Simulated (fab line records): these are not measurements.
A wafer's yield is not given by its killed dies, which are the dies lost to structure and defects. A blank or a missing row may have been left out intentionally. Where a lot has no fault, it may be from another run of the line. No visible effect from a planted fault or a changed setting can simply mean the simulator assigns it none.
Matching of chambers + flow nand_harc + NHARC_P_GATE_DESCUM_93 on rie_diel-02: 4 sister chambers
The step chemistry O2, time 3 s. 18 wafers are shown with their chamber, then 9 later ones without.

## EACH WAFER AND ITS CHAMBER
| wafer  | chamber | oes_product_au (a.u.) | throttle_valve_pct (%) | rf_vpp_V (V) |
|--------|---------|-----------------------|------------------------|--------------|
| L079.2 | 1       | 0.994                 | 11.308                 | 56.9         |
| L079.5 | 2       | 1.000                 | 11.311                 | 58.2         |
| L079.6 | 1       | 0.993                 | 11.315                 | 57.2         |
| L084.1 | 2       | 0.997                 | 11.316                 | 57.2         |
| L084.3 | 1       | 0.990                 | 11.325                 | 58.2         |
| L084.5 | 0       | 1.009                 | 11.311                 | 57.8         |
| L085.2 | 0       | 1.008                 | 11.316                 | 57.7         |
| L085.4 | 1       | 0.990                 | 11.331                 | 57.9         |
| L085.6 | 0       | 1.004                 | 11.316                 | 56.6         |
| L087.2 | 3       | 1.018                 | 11.307                 | 58.1         |
| L087.4 | 0       | 1.010                 | 11.330                 | 57.3         |
| L087.6 | 3       | 1.028                 | 11.317                 | 58.0         |
| L090.1 | 0       | 0.997                 | 11.329                 | 58.0         |
| L090.4 | 0       | 1.000                 | 11.318                 | 59.0         |
| L090.5 | 3       | 1.026                 | 11.315                 | 56.6         |
| L091.1 | 2       | 0.988                 | 11.304                 | 58.2         |
| L091.4 | 0       | 1.000                 | 11.318                 | 59.3         |
| L091.5 | 2       | 0.999                 | 11.301                 | 58.9         |

SIGNATURES, as means of the wafers listed above
| reading            | chamber 0 | chamber 1 | chamber 2 | chamber 3 | scatter within a chamber |
|--------------------|-----------|-----------|-----------|-----------|--------------------------|
| oes_product_au     | 1.00400   | 0.99175   | 0.99600   | 1.02400   | 0.00476                  |
| throttle_valve_pct | 11.31971  | 11.31975  | 11.30800  | 11.31300  | 0.00761                  |
| rf_vpp_V           | 57.957    | 57.550    | 58.125    | 57.567    | 0.812                    |
Rule: for a wafer and a chamber, the distance is found by dividing, reading by reading, the gap between the wafer's reading and the chamber's mean by the reading's scatter, squaring, summing and taking the root. If the next closest chamber is less than 2 further off than the closest, the wafer can't be placed; otherwise it belongs to the closest. The scatter is the square root of a quotient: the sum, over the shown wafers, of each reading's squared deviation from its chamber's mean, divided by wafers minus chambers.

## WAFERS WITH NO CHAMBER GIVEN
| wafer  | oes_product_au (a.u.) | throttle_valve_pct (%) | rf_vpp_V (V) |
|--------|-----------------------|------------------------|--------------|
| L093.2 | 1.004                 | 11.294                 | 57.6         |
| L093.3 | 0.992                 | 11.313                 | 58.4         |
| L093.6 | 1.004                 | 11.313                 | 57.1         |
| L094.4 | 1.009                 | 11.302                 | 57.9         |
| L094.5 | 1.005                 | 11.318                 | 57.6         |
| L094.6 | 0.999                 | 11.312                 | 57.6         |
| L095.2 | 1.018                 | 11.316                 | 58.1         |
| L095.3 | 0.999                 | 11.304                 | 57.8         |
| L095.6 | 1.003                 | 11.325                 | 57.8         |

## EACH ONE'S CHAMBER
| wafer  | from the rows above               | in truth |
|--------|-----------------------------------|----------|
| L093.2 | can't be placed: 2 or 0 or 1      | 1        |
| L093.3 | can't be placed: 2 or 1 or 0      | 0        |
| L093.6 | can't be placed: 0 or 2 or 1      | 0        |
| L094.4 | can't be placed: 0 or 2 or 3 or 1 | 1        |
| L094.5 | can't be placed: 0 or 2           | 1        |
| L094.6 | can't be placed: 2 or 0 or 1      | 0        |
| L095.2 | can't be placed: 3 or 0           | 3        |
| L095.3 | can't be placed: 2 or 0 or 1      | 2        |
| L095.6 | can't be placed: 0 or 1 or 2      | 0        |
0 of 9 placed correctly. These rows do not allow placing 9 (true chamber among the candidates in 8). Number placed wrongly: 0.
